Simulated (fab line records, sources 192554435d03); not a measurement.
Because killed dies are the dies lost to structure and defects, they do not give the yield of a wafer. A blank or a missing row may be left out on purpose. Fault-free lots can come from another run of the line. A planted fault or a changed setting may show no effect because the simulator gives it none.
fab line records	flow n5Finfet
[record] lots = 4	wafers = 10	lastDay = 17
route steps=1938 shown BEOL_M4@1099 BEOL_M5@1112 BEOL_M10@1530 PASSIVATION@1936
lots with no fault: from the same line, run without faults
startH: start of the lot's first displayed wafer, in hours after the record's first day	waitH: time in hours since the lot's previous step	" unchanged from the row above	L1.1+2: several wafers, shown together as one row	- no value, or no start was given	* or withheld: withheld	< > ~ a bound
route shown NAME@n: a module of which the file shows steps, and the number in the route of the first	usual: mean/standard deviation taken from wafers without a fault	same: alike in all rows	chamber/n: place in a boat	sites: the reading at each site	_std_site: standard deviation across them	_edge_site: outer sites' mean less inner sites'	radiusMm: for every site, how far away it sits from the centre of the wafer	mask NAME#n: copy n	behind: the most recent tool/chamber to have shaped the wafer	hold: why the lot went on hold/how many hours it stayed there/how the hold came to an end	device: whichever transistor did not switch (one of n, p or np)	end of line: tests run on the same wafers once the route is complete	step lacking rows: just its recipe	killed: the dies lost at the first sort to structure and to defects; this is not the yield of the wafer	map: a wafer's dies, x killed, . not, _ none there
set.NAME: the setting the step ran with; set.NAME@STEP: the setting that earlier step ran with	model.NAME: the simulator's own value behind a step, which no gauge read
lots at selected steps of the route; one table per step, one row per wafer
services: the hour from which a tool's chamber was out of use, counted from the record's first day as startH (under 0 if before that day), plus the number of hours and why
[[steps]]
[step N5_BEOL_M4_ANNEAL_95]
[recipe] tempC = 400	timeS = 240	ambient = vacuum
[step N5_BEOL_M4_SPUTTER_96]
[recipe] material = Cu	targetThkA = 45	tempC = -20	chamberPressurePa = 0.07	powerW = withheld	timeS = 8.29
[step N5_BEOL_M4_ECD_50]
[recipe] material = Cu	targetThkA = 3000
[step N5_BEOL_M4_ANNEAL_51]
[recipe] tempC = 225	timeS = 90	ambient = N2
[step N5_BEOL_M4_CMP_52]
[recipe] stopOn = SiOC	tOverpolishS = 6.8	downForcePsi = 1	platenRpm = 50	clearingPlatenDownForcePsi = 1.5	clearingPlatenRpm = 50	postCmpClean = cuAlkaline	targetThkNm = 40	clearingPlatenPadVelocityMS = 0.99484	padVelocityMS = 0.99484
[step N5_BEOL_M4_PRE_CLEAN_60]
[recipe] gas = NH3/H2	timeS = 15	tempC = *	rfPowerW = 300
[step N5_BEOL_M4_CO_CAP_55]
[recipe] material = Co	targetThkA = 20	tempC = 200	precursor = CCTBA/H2	pressureTorr = 30	timeS = 102.1
[step N5_BEOL_M4_PRE_CLEAN_56]
[recipe] gas = NH3	timeS = 15	tempC = withheld	rfPowerW = 300
[step N5_BEOL_M4_DEP_57]
[recipe] material = SiCN	targetThkA = 80	tempC = withheld	precursor = 3MS/NH3	pressureTorr = 3	rfW = 202	timeS = 14
[step N5_BEOL_M4_RC_MEAS_101]
[usual] DIBL_N = 36.2/1.4	DIBL_P = 36.1/1.5	IOFF_N = 0.153/0.02	IOFF_P = 0.215/0.03	ION_N = 672/8.6	ION_P = 463/6.8	SS_N = 71.5/0.47	SS_P = 73.3/0.57	VT_N = 250.6/2.4	VT_P = -249/3.2
lot.wafer	tool	chamber	startH	waitH	DIBL_N[mV/V]	DIBL_P[mV/V]	IOFF_N[nA/um]	IOFF_P[nA/um]	ION_N[uA/um]	ION_P[uA/um]	SS_N[mV/dec]	SS_P[mV/dec]	VT_N[mV]	VT_P[mV]
L280.1	prober-01	0	175.80	0.0	37.5	37.1	0.164	0.230	666	460	71.9	73.2	247.6	-246
L280.3	"	0	"	"	37.1	36.5	0.158	0.221	672	464	71.9	73.6	248.6	-248
L280.6	"	0	"	"	37.1	36.4	0.157	0.226	673	465	72.1	73.5	251.6	-247
L293.5	prober-02	0	269.31	0.6	36.6	36.1	0.158	0.208	666	461	72.0	73.0	249.0	-251
L293.6	"	0	"	"	35.6	35.5	0.138	0.201	667	460	71.6	73.2	251.2	-252
L299.2	prober-02	0	297.27	0.2	36.8	36.1	0.164	0.239	677	469	71.0	73.4	250.0	-250
L299.6	"	0	"	"	37.6	37.7	0.180	0.263	677	468	71.3	74.3	247.9	-248
L301.1	prober-01	0	302.24	0.0	35.2	36.1	0.153	0.209	676	469	71.8	73.9	249.3	-250
L301.5	"	0	"	"	35.6	36.2	0.155	0.210	680	468	72.0	73.4	251.8	-248
L301.6	"	0	"	"	35.0	35.7	0.150	0.203	674	463	71.2	73.1	249.8	-251
[step N5_BEOL_M5_ILD_DEP_00]
[recipe] material = SiCOH_lowk	targetThkA = 1406.4	tempC = 300	precursor = DEMS/porogen	pressureTorr = 5	rfW = 500	timeS = 25.9
[step N5_BEOL_M5_CURE_79]
[recipe] tempC = 385	timeS = 240	ambient = He/Ar	material = SiCOH_lowk
[step N5_BEOL_M5_PECVD_70]
[recipe] material = SiO2	targetThkA = 160	tempC = 400	precursor = TEOS/O2	pressureTorr = 5.5	rfW = 450	teosFlowSccm = 53.8	gas = O2	flowSccm = 3000	timeS = 18
[step N5_BEOL_M5_HM_DEP_02]
[recipe] material = TiN	targetThkA = 200	tempC = 25	chamberPressurePa = 0.49996
[step N5_BEOL_M5_COAT_59]
[recipe] resist = SOC	tempC = 250	timeS = 60	spinRpm = 1500	resistThkNm = 60
[step N5_BEOL_M5_COAT_60]
[recipe] resist = SiARC	tempC = 220	timeS = 60	spinRpm = 1500	resistThkNm = 12
[step N5_BEOL_M5_COAT_71]
[recipe] resist = underlayer	tempC = 205	timeS = 60	spinRpm = 1500	resistThkNm = 5
[step N5_BEOL_M5_COAT_05]
[recipe] resist = CAR-EUV	spinRpm = 1500	resistThkNm = 30
[step N5_BEOL_M5_EBR_07]
[recipe] solvent = PGMEA	ebrWidthMm = 1.5
[step N5_BEOL_M5_SOFTBAKE_06]
[recipe] tempC = 110	timeS = 60	resist = CAR-EUV
[step N5_BEOL_M5_EXPOSE_08]
[recipe] maskId = M5	na = 0.33	sourceShape = annular	sigmaInner = 0.4	sigmaOuter = 0.8	polarization = unpolarized	targetCdNm = 28	doseMj = 35.75
[step N5_BEOL_M5_PEB_09]
[recipe] pebTempC = 100	pebTimeS = 60	resist = CAR-EUV
[step N5_BEOL_M5_DEVELOP_10]
[recipe] developTimeS = 30	developer = TMAH	resist = CAR-EUV	rinseLiquid = surfactantRinse	dry = airSpin	devTempC = 23
[step N5_BEOL_M5_DESCUM_16]
[recipe] chemistry = O2	timeS = 7	sourcePowerW = 50	biasPowerW = 20	pressureMtorr = 20	rfFrequencyHz = 2.712e+07	tempC = 40	resist = CAR-EUV	o2FlowSccm = 225
[step N5_BEOL_M5_ETCH_72]
[recipe] chemistry = N2/H2	target = underlayer	targetDepthA = 65	maskMaterial = CAR-EUV	timeS = 5.2	ionEnergyEv = 200	pressureMtorr = 30	sourceW = 840	biasW = 150	n2FlowSccm = 200	h2FlowSccm = 200	ends = cleared
[step N5_BEOL_M5_ETCH_61]
[recipe] chemistry = CF4	target = SiARC	targetDepthA = 156	maskMaterial = CAR-EUV	timeS = 26	ionEnergyEv = 80	pressureMtorr = 40	sourceW = 545	biasW = 36	Ar_flow_sccm = 100	cf4FlowSccm = 100	ends = cleared
[step N5_BEOL_M5_ETCH_62]
[recipe] chemistry = N2/H2	target = SOC	targetDepthA = 750	overetchA = 150	maskMaterial = SiARC	tempC = 40	timeS = 112.5	ionEnergyEv = 200	pressureMtorr = 30	sourceW = 840	biasW = 150	n2FlowSccm = 200	h2FlowSccm = 200
[step N5_BEOL_M5_STRIP_63]
[recipe] chemistry = N2/H2	tempC = 40	n2FlowSccm = 200	h2FlowSccm = 200	rfFrequencyHz = 6e+07
[step N5_BEOL_M5_STRIP_73]
[recipe] chemistry = N2/H2	tempC = 40	n2FlowSccm = 200	h2FlowSccm = 200	rfFrequencyHz = 6e+07
[step N5_BEOL_M5_STRIP_64]
[recipe] chemistry = CF4	resist = SiARC	powerW = 300	biasPowerW = 75	pressureMtorr = 50	cf4FlowSccm = 150	rfFrequencyHz = 6e+07
[step N5_BEOL_M5_HM_OPEN_17]
[recipe] chemistry = Cl2/BCl3	targetDepthA = 200	overetchA = 60	target = TiN	maskMaterial = SOC	ionEnergyEv = 150	pressureMtorr = 10	icpW = 1000	biasW = 126	Cl2_flow_sccm = 53.25	bcl3FlowSccm = 21.75	Ar_flow_sccm = 25
[step N5_BEOL_M5_STRIP_19]
[recipe] chemistry = O2	powerW = 400	tempC = 40	pressureMtorr = 30	rfFrequencyHz = 6e+07	biasPowerW = 0	overashFraction = 0.2	o2FlowSccm = 225
[step N5_BEOL_M5_COAT_65]
[recipe] resist = SOC	tempC = 250	timeS = 60	spinRpm = 1500	resistThkNm = 60
[step N5_BEOL_M5_COAT_66]
[recipe] resist = SiARC	tempC = 220	timeS = 60	spinRpm = 1500	resistThkNm = 12
[step N5_BEOL_M10_CMP_52]
[recipe] stopOn = SiCOH_lowk	tOverpolishS = 7	downForcePsi = 1	platenRpm = 50	clearingPlatenDownForcePsi = 1.5	clearingPlatenRpm = 50	postCmpClean = cuAlkaline	targetThkNm = 140	clearingPlatenPadVelocityMS = 0.99484	padVelocityMS = 0.99484
[usual] barrierFieldEndpointS = 29.1/0.65	headPressurePsi = 1.0003/0.0023	motorCurrentA = 6.1/0.79	overpolishRunS = 7.001/0.0086	slurryFlowMlMin = 150.0/0.41	timeToEndpointS = 66.1/2.5
lot.wafer	tool	chamber	startH	waitH	barrierFieldEndpointS	headPressurePsi	motorCurrentA	overpolishRunS	slurryFlowMlMin	timeToEndpointS
L280.1	cmp-01	2	225.77	0.3	28.8	1.0030	5.3	6.999	150.1	67.7
L280.3	"	0	"	"	29.1	0.9971	6.0	6.990	150.8	63.8
L280.6	"	2	"	"	28.9	1.0034	5.7	7.005	149.9	68.7
L293.5	cmp-01	3	325.31	0.2	47.1	1.0005	5.7	0.043	150.2	85.0
L293.6	"	0	"	"	47.1	0.9951	6.3	0.043	149.5	86.0
L299.2	cmp-01	0	346.32	0.3	29.8	0.9975	6.1	7.003	149.5	68.3
L299.6	"	2	"	"	47.1	0.9999	5.7	0.039	149.0	87.3
L301.1	cmp-04	0	350.31	0.4	28.9	1.0019	5.5	7.011	150.4	66.2
L301.6	"	1	"	"	29.0	0.9990	5.5	6.987	149.9	64.3
L301.5	"	2	"	"	28.2	1.0017	5.7	7.009	149.6	63.1
[step N5_BEOL_M10_THK_MEAS_53]
[recipe] thkMeasGauge = xrf	reads = Cu_of_BEOL_M10_ECD_50
[usual] M10_THK = 139.1/2.1
lot.wafer	tool	chamber	startH	waitH	M10_THK[nm]
L280.1	filmMetro-01	-	226.07	-	138.7
L280.3	"	-	"	"	136.0
L280.6	"	-	"	"	140.4
L293.5	filmMetro-01	-	325.46	-	259.5
L293.6	"	-	"	"	245.3
L299.2	filmMetro-02	-	346.50	-	139.1
L299.6	"	-	"	"	259.8
L301.1	filmMetro-02	-	350.49	-	138.7
L301.5	"	-	"	"	136.8
L301.6	"	-	"	"	138.0
[step N5_BEOL_M10_INSPECT_58]
[recipe] inspectInstrument = darkfield	mode = postDep
[usual] rawDefectCount = 70/21
lot.wafer	tool	chamber	startH	waitH	rawDefectCount
L280.1	defectInspect-02	-	226.26	0.0	100
L280.3	"	-	"	"	98
L280.6	"	-	"	"	80
L293.5	defectInspect-02	-	325.62	0.0	2319
L293.6	"	-	"	"	2266
L299.2	defectInspect-01	-	346.66	0.0	124
L299.6	"	-	"	"	2283
L301.1	defectInspect-02	-	350.65	0.0	85
L301.5	"	-	"	"	51
L301.6	"	-	"	"	70
[step N5_PASSIVATION_PROBE_49]
[usual] defectLimitedYield = 91.3/1.3	killed_at_M0_to_M3 = 35/13	killed_at_M4_up = 13/5.2	killedAtContacts = 12/6.2	killedAtFrontEnd = 39/9.6	killedAtOther = 3.1/2.6	killedDies = 102/16	killedOnRim = 13/3.8	killedOpen = 68/13	killedShort = 33/6.9	sort_bin_5_function = 5.1/0.87	sort_bin_6_memory = 3.3/0.67	sortNPass = 1078/16	sortYieldPct = 91.3/1.3
[same] grossDies = 1180	killedAtBackSide = 0	sort_bin_4_leakage[%] = 0	sort_bin_8_speed[%] = 0
lot.wafer	tool	chamber	startH	waitH	defectLimitedYield[%]	killed_at_M0_to_M3	killed_at_M4_up	killedAtContacts	killedAtFrontEnd	killedAtOther	killedDies	killedOnRim	killedOpen	killedShort	sort_bin_5_function[%]	sort_bin_6_memory[%]	sortNPass	sortYieldPct[%]
L280.1	prober-01	-	273.50	0.0	90.6	41	20	13	37	0	111	17	70	39	5.5	3.6	1069	90.6
L280.3	prober-01	-	273.60	0.1	89.2	29	9	36	48	5	127	20	92	34	6.9	3.3	1053	89.2
L280.6	prober-01	-	273.75	0.3	92.5	28	10	10	39	2	89	7	59	29	4.6	2.6	1091	92.5
L293.5	prober-01	-	373.12	0.2	0	21	1110	16	33	0	1180	152	59	24	4.3	2.4	0	0
L293.6	prober-01	-	373.17	0.3	0	36	1080	16	47	1	1180	152	75	34	5.4	3.7	0	0
L299.2	prober-01	-	396.22	0.1	92.3	34	12	7	35	3	91	15	52	34	4.1	3.2	1089	92.3
L299.6	prober-01	-	396.42	0.3	0	31	1099	5	42	3	1180	152	64	27	4.2	3.5	0	0
L301.1	prober-02	-	399.50	0.0	90.9	24	23	20	40	0	107	19	75	31	4.7	4.0	1073	90.9
L301.5	prober-02	-	399.70	0.2	92.8	13	22	4	45	1	85	12	46	37	4.6	2.1	1095	92.8
L301.6	prober-02	-	399.75	0.3	90.5	30	28	8	46	0	112	12	81	30	5.7	3.4	1068	90.5
// killed by level:class
L280.1 BEOL_M1:geometricParticle:open=12 FIN_SAQP:geometricParticle:open=11 MOL_CONTACT_COAG:geometricParticle:open=9 FIN_SAQP:geometricParticle:short=8 BEOL_M3:geometricParticle:open=7 BEOL_M0_SAQP:geometricParticle:open=6 BEOL_M4:geometricParticle:open=6 BEOL_M1:geometricParticle:short=5
L280.3 MOL_CONTACT_COAG:geometricParticle:open=29 STI_FIN_REVEAL:geometricParticle:open=22 FIN_SAQP:geometricParticle:open=11 BEOL_M1:geometricParticle:short=9 MOL_CONTACT_COAG:geometricParticle:short=7 BEOL_M3:geometricParticle:open=7 BEOL_M1:geometricParticle:open=6 BEOL_M4:geometricParticle:open=4
L280.6 BEOL_M2:geometricParticle:open=10 FIN_SAQP:geometricParticle:open=9 STI_FIN_REVEAL:geometricParticle:open=7 MOL_CONTACT_COAG:geometricParticle:open=7 BEOL_M0_SAQP:geometricParticle:short=6 STARTING-WAFER:geometricParticle:short=6 DUMMY_GATE:geometricParticle:open=5 BEOL_M4:geometricParticle:open=5
L293.5 BEOL_M10:areaCmp=1097 MOL_CONTACT_COAG:geometricParticle:open=13 FIN_SAQP:geometricParticle:open=10 BEOL_M2:geometricParticle:open=7 DUMMY_GATE:geometricParticle:open=5 ILD0:geometricParticle:short=4 BEOL_M0_SAQP:geometricParticle:short=4 BEOL_M0_SAQP:geometricParticle:open=4
L293.6 BEOL_M10:areaCmp=1070 FIN_SAQP:geometricParticle:open=15 MOL_CONTACT_COAG:geometricParticle:open=12 BEOL_M2:geometricParticle:open=11 FIN_SAQP:geometricParticle:short=10 BEOL_M3:geometricParticle:open=10 STI_FIN_REVEAL:geometricParticle:open=5 MOL_CONTACT_COAG:geometricParticle:short=4
L299.2 BEOL_M0_SAQP:geometricParticle:open=9 FIN_SAQP:geometricParticle:open=8 GATE_CUT:geometricParticle:short=8 BEOL_M0_SAQP:geometricParticle:short=8 FIN_SAQP:geometricParticle:short=7 BEOL_M2:geometricParticle:open=7 BEOL_M4:geometricParticle:open=5 GATE_CUT:geometricParticle:open=4
L299.6 BEOL_M10:areaCmp=1089 FIN_SAQP:geometricParticle:open=16 BEOL_M0_SAQP:geometricParticle:open=10 FIN_SAQP:geometricParticle:short=7 BEOL_M0_SAQP:geometricParticle:short=6 MOL_CONTACT_COAG:geometricParticle:open=5 BEOL_M0:geometricParticle:open=5 BEOL_M2:geometricParticle:open=5
L301.1 MOL_CONTACT_COAG:geometricParticle:open=15 BEOL_M3:geometricParticle:open=11 STI_FIN_REVEAL:geometricParticle:open=10 FIN_SAQP:geometricParticle:open=8 BEOL_M4:geometricParticle:open=8 FIN_SAQP:geometricParticle:short=7 MOL_CONTACT_COAG:geometricParticle:short=5 BEOL_M4:geometricParticle:short=4
L301.5 FIN_SAQP:geometricParticle:short=16 BEOL_M4:geometricParticle:open=9 FIN_SAQP:geometricParticle:open=7 DUMMY_GATE:geometricParticle:open=6 GATE_CUT:geometricParticle:short=6 BEOL_M4:geometricParticle:short=5 STI_FIN_REVEAL:geometricParticle:open=4 MOL_CONTACT_COAG:geometricParticle:open=4
L301.6 FIN_SAQP:geometricParticle:open=11 STI_FIN_REVEAL:geometricParticle:open=11 BEOL_M4:geometricParticle:open=11 FIN_SAQP:geometricParticle:short=9 BEOL_M3:geometricParticle:open=9 MOL_CONTACT_COAG:geometricParticle:open=8 BEOL_M2:geometricParticle:open=8 BEOL_M5:geometricParticle:open=5
// map L293.5 (x killed, . not)
_________________xxxxxxxxxxxx________________
______________xxxxxxxxxxxxxxxxxx_____________
___________xxxxxxxxxxxxxxxxxxxxxxxx__________
__________xxxxxxxxxxxxxxxxxxxxxxxxxx_________
________xxxxxxxxxxxxxxxxxxxxxxxxxxxxxx_______
_______xxxxxxxxxxxxxxxxxxxxxxxxxxxxxxxx______
______xxxxxxxxxxxxxxxxxxxxxxxxxxxxxxxxxx_____
_____xxxxxxxxxxxxxxxxxxxxxxxxxxxxxxxxxxxx____
____xxxxxxxxxxxxxxxxxxxxxxxxxxxxxxxxxxxxxx___
___xxxxxxxxxxxxxxxxxxxxxxxxxxxxxxxxxxxxxxxx__
___xxxxxxxxxxxxxxxxxxxxxxxxxxxxxxxxxxxxxxxx__
__xxxxxxxxxxxxxxxxxxxxxxxxxxxxxxxxxxxxxxxxxx_
__xxxxxxxxxxxxxxxxxxxxxxxxxxxxxxxxxxxxxxxxxx_
_xxxxxxxxxxxxxxxxxxxxxxxxxxxxxxxxxxxxxxxxxxxx
_xxxxxxxxxxxxxxxxxxxxxxxxxxxxxxxxxxxxxxxxxxxx
_xxxxxxxxxxxxxxxxxxxxxxxxxxxxxxxxxxxxxxxxxxxx
_xxxxxxxxxxxxxxxxxxxxxxxxxxxxxxxxxxxxxxxxxxxx
_xxxxxxxxxxxxxxxxxxxxxxxxxxxxxxxxxxxxxxxxxxxx
_xxxxxxxxxxxxxxxxxxxxxxxxxxxxxxxxxxxxxxxxxxxx
_xxxxxxxxxxxxxxxxxxxxxxxxxxxxxxxxxxxxxxxxxxxx
_xxxxxxxxxxxxxxxxxxxxxxxxxxxxxxxxxxxxxxxxxxxx
__xxxxxxxxxxxxxxxxxxxxxxxxxxxxxxxxxxxxxxxxxx_
__xxxxxxxxxxxxxxxxxxxxxxxxxxxxxxxxxxxxxxxxxx_
___xxxxxxxxxxxxxxxxxxxxxxxxxxxxxxxxxxxxxxxx__
___xxxxxxxxxxxxxxxxxxxxxxxxxxxxxxxxxxxxxxxx__
____xxxxxxxxxxxxxxxxxxxxxxxxxxxxxxxxxxxxxx___
_____xxxxxxxxxxxxxxxxxxxxxxxxxxxxxxxxxxxx____
______xxxxxxxxxxxxxxxxxxxxxxxxxxxxxxxxxx_____
_______xxxxxxxxxxxxxxxxxxxxxxxxxxxxxxxx______
________xxxxxxxxxxxxxxxxxxxxxxxxxxxxxx_______
__________xxxxxxxxxxxxxxxxxxxxxxxxxx_________
___________xxxxxxxxxxxxxxxxxxxxxxxx__________
______________xxxxxxxxxxxxxxxxxx_____________
_________________xxxxxxxxxxxx________________
// map L299.6 (x killed, . not)
_________________xxxxxxxxxxxx________________
______________xxxxxxxxxxxxxxxxxx_____________
___________xxxxxxxxxxxxxxxxxxxxxxxx__________
__________xxxxxxxxxxxxxxxxxxxxxxxxxx_________
________xxxxxxxxxxxxxxxxxxxxxxxxxxxxxx_______
_______xxxxxxxxxxxxxxxxxxxxxxxxxxxxxxxx______
______xxxxxxxxxxxxxxxxxxxxxxxxxxxxxxxxxx_____
_____xxxxxxxxxxxxxxxxxxxxxxxxxxxxxxxxxxxx____
____xxxxxxxxxxxxxxxxxxxxxxxxxxxxxxxxxxxxxx___
___xxxxxxxxxxxxxxxxxxxxxxxxxxxxxxxxxxxxxxxx__
___xxxxxxxxxxxxxxxxxxxxxxxxxxxxxxxxxxxxxxxx__
__xxxxxxxxxxxxxxxxxxxxxxxxxxxxxxxxxxxxxxxxxx_
__xxxxxxxxxxxxxxxxxxxxxxxxxxxxxxxxxxxxxxxxxx_
_xxxxxxxxxxxxxxxxxxxxxxxxxxxxxxxxxxxxxxxxxxxx
_xxxxxxxxxxxxxxxxxxxxxxxxxxxxxxxxxxxxxxxxxxxx
_xxxxxxxxxxxxxxxxxxxxxxxxxxxxxxxxxxxxxxxxxxxx
_xxxxxxxxxxxxxxxxxxxxxxxxxxxxxxxxxxxxxxxxxxxx
_xxxxxxxxxxxxxxxxxxxxxxxxxxxxxxxxxxxxxxxxxxxx
_xxxxxxxxxxxxxxxxxxxxxxxxxxxxxxxxxxxxxxxxxxxx
_xxxxxxxxxxxxxxxxxxxxxxxxxxxxxxxxxxxxxxxxxxxx
_xxxxxxxxxxxxxxxxxxxxxxxxxxxxxxxxxxxxxxxxxxxx
__xxxxxxxxxxxxxxxxxxxxxxxxxxxxxxxxxxxxxxxxxx_
__xxxxxxxxxxxxxxxxxxxxxxxxxxxxxxxxxxxxxxxxxx_
___xxxxxxxxxxxxxxxxxxxxxxxxxxxxxxxxxxxxxxxx__
___xxxxxxxxxxxxxxxxxxxxxxxxxxxxxxxxxxxxxxxx__
____xxxxxxxxxxxxxxxxxxxxxxxxxxxxxxxxxxxxxx___
_____xxxxxxxxxxxxxxxxxxxxxxxxxxxxxxxxxxxx____
______xxxxxxxxxxxxxxxxxxxxxxxxxxxxxxxxxx_____
_______xxxxxxxxxxxxxxxxxxxxxxxxxxxxxxxx______
________xxxxxxxxxxxxxxxxxxxxxxxxxxxxxx_______
__________xxxxxxxxxxxxxxxxxxxxxxxxxx_________
___________xxxxxxxxxxxxxxxxxxxxxxxx__________
______________xxxxxxxxxxxxxxxxxx_____________
_________________xxxxxxxxxxxx________________
[[services]]
tool	chamber	startH	hours	kind
cmp-01	-	227.14	8.5	repair
cmp-04	-	233.26	0.4	repair
cmp-04	-	269.15	1.0	repair
cmp-01	-	271.91	4.0	pm
cmp-01	-	275.91	-	consumableReplace:conditioner
cmp-01	-	275.91	-	consumableReplace:pad
cmp-01	-	282.21	2.8	repair
cmp-01	-	328.75	2.5	repair
cmp-01	-	335.67	1.4	repair
cmp-04	-	338.27	4.0	pm
cmp-04	-	342.27	-	consumableReplace:conditioner
cmp-04	-	342.27	-	consumableReplace:pad
cmp-04	-	342.27	4.5	pm
[[key]]
[firstSign] step = N5_BEOL_M10_CMP_52	reading = overpolishRunS	direction = down	sigmas = 99+	usual = 7.001	struck = 0.042
[effect] step = N5_BEOL_M10_CMP_52	reading = barrierFieldEndpointS	direction = up	sigmas = 28	usual = 29.1	struck = 47.1
[effect] step = N5_BEOL_M10_THK_MEAS_53	reading = M10_THK	direction = up	sigmas = 56	usual = 139.1	struck = 254.9
[effect] step = N5_BEOL_M10_INSPECT_58	reading = rawDefectCount	direction = up	sigmas = 99+	usual = 70	struck = 2289
[effect] step = N5_PASSIVATION_PROBE_49	reading = killed_at_M4_up	direction = up	sigmas = 99+	usual = 13	struck = 1096
[moreKillsBornAt] N5_BEOL_M10_CMP_52@cmp-01 = 3256
metAt N5_BEOL_M10_CMP_52
struckWafers L293.5,L293.6,L299.6
laterRowsLeftOut L293.5,L293.6,L299.6
onsetBetween 225.77 325.31
[fault] kind = processParameterDrift	tool = cmp-01	chamber = -	onsetH = 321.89	steps = N5_BEOL_M10_CMP_52	channel = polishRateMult	offset = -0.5	shape = step	endH = 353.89	scope = struckWafersOnly
// laterRowsLeftOut: the simulator's readings of these wafers behind a module that went badly wrong aren't trusted and aren't shown, but for the sort
